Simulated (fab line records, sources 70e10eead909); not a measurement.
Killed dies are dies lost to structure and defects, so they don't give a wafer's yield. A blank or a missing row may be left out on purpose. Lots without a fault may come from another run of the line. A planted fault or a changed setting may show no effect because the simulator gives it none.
fab line records | flow nand_harc
record lots=7 wafers=20 last_day=24
route steps=1159 shown A_ONON_D1@426 END@1159
lots that met no fault: from a run of the same line without faults
start_h: hours from the record's first day to the start of the lot's first wafer shown | wait_h: hours since the lot's step before | " the same as in the row above | L1.1+2: a row that stands for several wafers | - no value, or no start given | * or withheld: withheld | < > ~ a bound
route shown NAME@n: a module of which the file shows steps, and the number in the route of the first | usual: mean/standard deviation of fault-free wafers | same: alike in all rows | chamber/n: place in a boat | sites: the reading at each site | _std_site: their standard deviation | _edge_site: outer sites' mean less inner sites' | radius_mm: how far each site lies from the wafer's centre | mask NAME#n: copy n | behind: the tool/chamber that last shaped the wafer | hold: why the lot was held/for how many hours/how that ended | device: the transistor (n, p or np) that didn't switch | end of line: the same wafers' tests at the end of the route | a step without rows: its recipe alone | killed: dies lost to structure and defects at the first sort, not the wafer's yield | map: a wafer's dies, x killed, . not, _ none there
set.NAME: the setting as run; set.NAME@STEP: as run at that earlier step | model.NAME: the simulator's own value behind a step, which no gauge read
lots at some steps of the route; a table a step, a row a wafer
services: from which hour (start_h, from the record's first day; less than 0 if before it) a tool's chamber was out of use, for how many hours, and why
## steps
# step NHARC_A_ONON_D1_DEP_03
# recipe target_thk_a=10000 n2_flow_sccm=2750 n2o_flow_sccm=2000 nh3_flow_sccm=500 sih4_flow_sccm=210 temp_c=400
# step NHARC_A_ONON_D1_THK_MEAS_05
# recipe thk_meas_gauge=ellipsometry
# usual thk_nm=1003/9.9
# columns lot.wafer tool chamber start_h wait_h thk_nm
L600.3 film_metro-01 - 171.57 - 980
L600.5 " - " " 980
L600.6 " - " " 979
L614.2 film_metro-01 - 251.79 - 1010
L614.3 " - " " 1010
L614.6 " - " " 1010
L617.1 film_metro-01 - 267.95 - 1000
L617.2 " - " " 1001
L617.6 " - " " 999
L618.1 film_metro-02 - 273.48 - 1004
L618.4 " - " " 1005
L618.6 " - " " 1007
L620.1 film_metro-02 - 279.04 - 1002
L620.4 " - " " 1000
L621.1 film_metro-02 - 287.97 - 997
L621.2 " - " " 997
L621.4 " - " " 997
L622.3 film_metro-02 - 294.01 - 1008
L622.5 " - " " 1008
L622.6 " - " " 1008
# step NHARC_A_ONON_D1_DEP_06
# recipe target_thk_a=10000 n2_flow_sccm=2750 n2o_flow_sccm=2000 nh3_flow_sccm=500 sih4_flow_sccm=210 temp_c=400
# step NHARC_A_ONON_D1_THK_MEAS_08
# recipe thk_meas_gauge=ellipsometry
# usual thk_nm=1000/11
# columns lot.wafer tool chamber start_h wait_h thk_nm
L600.3 film_metro-01 - 172.14 - 987
L600.5 " - " " 986
L600.6 " - " " 987
L614.2 film_metro-02 - 252.38 - 1006
L614.3 " - " " 1008
L614.6 " - " " 1006
L617.1 film_metro-01 - 268.52 - 1012
L617.2 " - " " 1013
L617.6 " - " " 1010
L618.1 film_metro-01 - 274.05 - 1008
L618.4 " - " " 1008
L618.6 " - " " 1008
L620.1 film_metro-02 - 279.61 - 1008
L620.4 " - " " 1007
L621.1 film_metro-01 - 288.54 - 996
L621.2 " - " " 997
L621.4 " - " " 996
L622.3 film_metro-01 - 294.58 - 1008
L622.5 " - " " 1007
L622.6 " - " " 1009
# step NHARC_A_ONON_D1_DEP_09
# recipe target_thk_a=10000 n2_flow_sccm=2750 n2o_flow_sccm=2000 nh3_flow_sccm=500 sih4_flow_sccm=210 temp_c=400
# step NHARC_A_ONON_D1_THK_MEAS_11
# recipe thk_meas_gauge=ellipsometry
# usual thk_nm=1000/10
# columns lot.wafer tool chamber start_h wait_h thk_nm
L600.3 film_metro-02 - 172.71 - 1016
L600.5 " - " " 1015
L600.6 " - " " 1016
L614.2 film_metro-02 - 252.94 - 998
L614.3 " - " " 997
L614.6 " - " " 999
L617.1 film_metro-02 - 269.08 - 995
L617.2 " - " " 993
L617.6 " - " " 995
L618.1 film_metro-01 - 274.62 - 1011
L618.4 " - " " 1010
L618.6 " - " " 1011
L620.1 film_metro-02 - 280.18 - 998
L620.4 " - " " 999
L621.1 film_metro-01 - 289.10 - 999
L621.2 " - " " 998
L621.4 " - " " 998
L622.3 film_metro-02 - 295.14 - 1007
L622.5 " - " " 1008
L622.6 " - " " 1008
# step NHARC_A_ONON_D1_DEP_12
# recipe target_thk_a=10000 n2_flow_sccm=2750 n2o_flow_sccm=2000 nh3_flow_sccm=500 sih4_flow_sccm=210 temp_c=400
# step NHARC_A_ONON_D1_THK_MEAS_14
# recipe thk_meas_gauge=ellipsometry
# usual thk_nm=998/8.3
# columns lot.wafer tool chamber start_h wait_h thk_nm
L600.3 film_metro-01 - 173.30 - 992
L600.5 " - " " 991
L600.6 " - " " 990
L614.2 film_metro-02 - 253.51 - 1003
L614.3 " - " " 1004
L614.6 " - " " 1004
L617.1 film_metro-02 - 269.65 - 996
L617.2 " - " " 997
L617.6 " - " " 997
L618.1 film_metro-02 - 275.19 - 1005
L618.4 " - " " 1006
L618.6 " - " " 1003
L620.1 film_metro-02 - 280.76 - 983
L620.4 " - " " 984
L621.1 film_metro-02 - 289.67 - 989
L621.2 " - " " 989
L621.4 " - " " 988
L622.3 film_metro-01 - 295.71 - 1014
L622.5 " - " " 1014
L622.6 " - " " 1015
# step NHARC_A_ONON_D1_ANNEAL_15
# recipe temp_c=750 time_s=3600
# step NHARC_A_ONON_D1_DEP_16
# recipe target_thk_a=10000 n2_flow_sccm=2750 n2o_flow_sccm=2000 nh3_flow_sccm=500 sih4_flow_sccm=210 temp_c=400
# step NHARC_A_ONON_D1_THK_MEAS_18
# recipe thk_meas_gauge=ellipsometry
# usual thk_nm=1001/12
# columns lot.wafer tool chamber start_h wait_h thk_nm
L600.3 film_metro-01 - 180.50 - 997
L600.5 " - " " 997
L600.6 " - " " 999
L614.2 film_metro-01 - 262.14 - 1019
L614.3 " - " " 1016
L614.6 " - " " 1018
L617.1 film_metro-02 - 277.54 - 1000
L617.2 " - " " 1000
L617.6 " - " " 1001
L618.1 film_metro-02 - 282.31 - 1001
L618.4 " - " " 1002
L618.6 " - " " 1002
L620.1 film_metro-01 - 287.84 - 1009
L620.4 " - " " 1011
L621.1 film_metro-01 - 296.77 - 987
L621.2 " - " " 985
L621.4 " - " " 985
L622.3 film_metro-02 - 306.71 - 987
L622.5 " - " " 990
L622.6 " - " " 988
# step NHARC_A_ONON_D1_DEP_19
# recipe target_thk_a=10000 n2_flow_sccm=2750 n2o_flow_sccm=2000 nh3_flow_sccm=500 sih4_flow_sccm=210 temp_c=400
# usual n2_flow_sccm=2751/8.7
# columns lot.wafer tool chamber start_h wait_h n2_flow_sccm
L600.3 pecvd_onon-02 0 180.69 0.2 2753
L600.5 " 0 " " 2756
L600.6 " 0 " " 2750
L614.2 pecvd_onon-04 0 262.25 0.1 2746
L614.3 " 0 " " 2757
L614.6 " 0 " " 2753
L617.1 pecvd_onon-04 0 277.59 0.1 2741
L617.2 " 0 " " 2757
L617.6 " 0 " " 2743
L618.1 pecvd_onon-04 0 282.37 0.1 2757
L618.4 " 0 " " 2755
L618.6 " 0 " " 2752
L620.1 pecvd_onon-04 0 287.89 0.1 2776
L620.4 " 0 " " 2777
L621.1 pecvd_onon-03 0 296.82 0.1 2744
L621.2 " 0 " " 2757
L621.4 " 0 " " 2767
L622.3 pecvd_onon-03 0 306.88 0.2 2748
L622.5 " 0 " " 2742
L622.6 " 0 " " 2752
# step NHARC_A_ONON_D1_THK_MEAS_21
# recipe thk_meas_gauge=ellipsometry
# usual thk_nm=1000/7.6
# columns lot.wafer tool chamber start_h wait_h thk_nm
L600.3 film_metro-01 - 181.09 - 998
L600.5 " - " " 997
L600.6 " - " " 998
L614.2 film_metro-01 - 262.70 - 1004
L614.3 " - " " 1004
L614.6 " - " " 1005
L617.1 film_metro-01 - 278.09 - 1780
L617.2 " - " " 1780
L617.6 " - " " 1780
L618.1 film_metro-01 - 282.88 - 1768
L618.4 " - " " 1768
L618.6 " - " " 1768
L620.1 film_metro-01 - 288.40 - 1778
L620.4 " - " " 1774
L621.1 film_metro-02 - 297.33 - 1005
L621.2 " - " " 1006
L621.4 " - " " 1005
L622.3 film_metro-02 - 307.27 - 989
L622.5 " - " " 989
L622.6 " - " " 990
# step NHARC_A_ONON_D1_DEP_22
# recipe target_thk_a=10000 n2_flow_sccm=2750 n2o_flow_sccm=2000 nh3_flow_sccm=500 sih4_flow_sccm=210 temp_c=400
# step NHARC_END_SORT_01
# recipe temp_c=25
# usual killed_at_array=29/11 killed_at_other=0.7/1.1 killed_at_periphery=2.9/2.2 killed_dies=33/11 killed_open=3.1/1.8 killed_short=1.9/1.4
# same gross_dies=677
# columns lot.wafer tool chamber start_h wait_h killed_at_array killed_at_other killed_at_periphery killed_dies killed_open killed_short
L614.2 prober-01 0 522.21 2.8 45 2 2 49 5 0
L614.3 prober-01 0 523.01 3.1 39 2 3 44 2 1
L614.6 prober-01 0 525.39 4.0 45 3 3 51 4 2
L618.1 prober-01 0 555.24 2.5 672 1 4 677 5 2
L618.4 prober-01 0 557.64 3.4 676 0 1 677 5 0
L618.6 prober-01 0 559.24 4.0 676 0 1 677 2 1
# killed by level:class
L614.2 A_CHANNEL_HOLE_D1:chamber_film_flake=21 A_SLIT:chamber_film_flake=16 A_SOURCE_PLATE:geometric_particle:open=2 A_CONTACT:geometric_particle:open=2 A_ZERO_WELL:chamber_film_flake=2 THIN_TSV:chamber_film_flake=2 P_M0:geometric_particle:open=1 P_GATE:chamber_film_flake=1
L614.3 A_CHANNEL_HOLE_D1:chamber_film_flake=19 A_SLIT:chamber_film_flake=12 A_CONTACT:chamber_film_flake=3 A_STAIRCASE:chamber_film_flake=2 THIN_TSV:chamber_film_flake=2 A_SGD_CUT:geometric_particle:short=1 A_BLC:geometric_particle:open=1 A_M0:geometric_particle:open=1
L614.6 A_CHANNEL_HOLE_D1:chamber_film_flake=20 A_SLIT:chamber_film_flake=13 A_STAIRCASE:chamber_film_flake=4 THIN_TSV:chamber_film_flake=3 A_BLC:geometric_particle:open=2 P_ZERO_WELL:chamber_film_flake=2 A_SOURCE_PLATE:geometric_particle:short=1 A_WL_FILL:geometric_particle:open=1
L618.1 A_ONON_D1:area_dep=629 A_CHANNEL_HOLE_D1:chamber_film_flake=15 A_SLIT:chamber_film_flake=12 A_STAIRCASE:chamber_film_flake=4 A_CONTACT:chamber_film_flake=4 A_M1:chamber_film_flake=3 P_M0:geometric_particle:open=2 A_SOURCE_PLATE:geometric_particle:open=2
L618.4 A_ONON_D1:area_dep=625 A_CHANNEL_HOLE_D1:chamber_film_flake=24 A_SLIT:chamber_film_flake=15 A_WL_FILL:chamber_film_flake=3 A_CONTACT:chamber_film_flake=2 A_M1:chamber_film_flake=2 P_M0:geometric_particle:open=1 A_CONTACT:geometric_particle:open=1
L618.6 A_ONON_D1:area_dep=626 A_CHANNEL_HOLE_D1:chamber_film_flake=18 A_SLIT:chamber_film_flake=18 A_CONTACT:chamber_film_flake=4 A_M1:chamber_film_flake=4 A_CHANNEL_FILL_D1:geometric_particle:open=2 A_CHANNEL_FILL_D1:chamber_film_flake=2 A_WL_FILL:geometric_particle:short=1
# map L618.1 (x killed, . not)
____________x____________
_________xxxxxxx_________
_______xxxxxxxxxxx_______
______xxxxxxxxxxxxx______
_____xxxxxxxxxxxxxxx_____
____xxxxxxxxxxxxxxxxx____
____xxxxxxxxxxxxxxxxx____
___xxxxxxxxxxxxxxxxxxx___
___xxxxxxxxxxxxxxxxxxx___
__xxxxxxxxxxxxxxxxxxxxx__
__xxxxxxxxxxxxxxxxxxxxx__
_xxxxxxxxxxxxxxxxxxxxxxx_
_xxxxxxxxxxxxxxxxxxxxxxx_
_xxxxxxxxxxxxxxxxxxxxxxx_
_xxxxxxxxxxxxxxxxxxxxxxx_
_xxxxxxxxxxxxxxxxxxxxxxx_
xxxxxxxxxxxxxxxxxxxxxxxxx
xxxxxxxxxxxxxxxxxxxxxxxxx
xxxxxxxxxxxxxxxxxxxxxxxxx
xxxxxxxxxxxxxxxxxxxxxxxxx
xxxxxxxxxxxxxxxxxxxxxxxxx
_xxxxxxxxxxxxxxxxxxxxxxx_
_xxxxxxxxxxxxxxxxxxxxxxx_
_xxxxxxxxxxxxxxxxxxxxxxx_
_xxxxxxxxxxxxxxxxxxxxxxx_
_xxxxxxxxxxxxxxxxxxxxxxx_
__xxxxxxxxxxxxxxxxxxxxx__
__xxxxxxxxxxxxxxxxxxxxx__
___xxxxxxxxxxxxxxxxxxx___
___xxxxxxxxxxxxxxxxxxx___
____xxxxxxxxxxxxxxxxx____
____xxxxxxxxxxxxxxxxx____
_____xxxxxxxxxxxxxxx_____
______xxxxxxxxxxxxx______
_______xxxxxxxxxxx_______
_________xxxxxxx_________
____________x____________
# map L614.6 (x killed, . not)
____________.____________
_________......._________
_______.....x.x..._______
______..xx..x......______
_____......xx.x....._____
____.......x..x.x....____
____.....x..xx.x.....____
___.........x.........___
___......xx.x.........___
__............x........__
__.....................__
_......................._
_......................._
_......................._
_........x.............._
_......................._
..x......x...............
.x...............x.......
.........................
..............x..........
x.x............x.........
_..............x........_
_............xx........._
_............x..xxx....._
_.............xx.......x_
_............xxx........_
__............x.x......__
__...........x...x.....__
___...........x.x.....___
___...................___
____...........x.....____
____.................____
_____..x............_____
______.............______
_______..........x_______
_________......._________
____________.____________
## services
# columns tool chamber start_h hours kind
pecvd_onon-03 - 234.90 6.8 repair
pecvd_onon-04 - 237.02 13.0 pm
pecvd_onon-02 - 292.00 13.0 pm
## key
first_sign step=NHARC_A_ONON_D1_THK_MEAS_21 reading=thk_nm direction=up sigmas=99+ usual=1000 struck=1774
effect step=NHARC_END_SORT_01 reading=killed_dies direction=up sigmas=58 usual=33 struck=677
more_kills_born_at NHARC_A_ONON_D1_DEP_19@pecvd_onon-04=1880
met_at NHARC_A_ONON_D1_DEP_19
struck_wafers L617.1,L617.2,L617.6,L618.1,L618.4,L618.6,L620.1,L620.4
rows_end L617.1,L617.2,L617.6,L620.1,L620.4
later_rows_left_out L618.1,L618.4,L618.6
tester_left_out L618
onset_between 262.25 277.59
fault kind=process_parameter_drift tool=pecvd_onon-04 chamber=- onset_h=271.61 steps=NHARC_A_ONON_D1_DEP_19 channel=target_thk_a offset=* shape=step acts_in=* stated=*
# tester_left_out: of these lots the tester's yield and bins aren't shown, on N5 and GAA mostly nor the transistor test; their killed dies are dies lost to structure and defects alone, not to doping, threshold or leakage, so they don't give the yield
# later_rows_left_out: the simulator's readings of these wafers behind a module that went badly wrong aren't trusted and aren't shown, but for the sort
# rows_end: these wafers met a further fault down the route, and their rows from its step on are left out
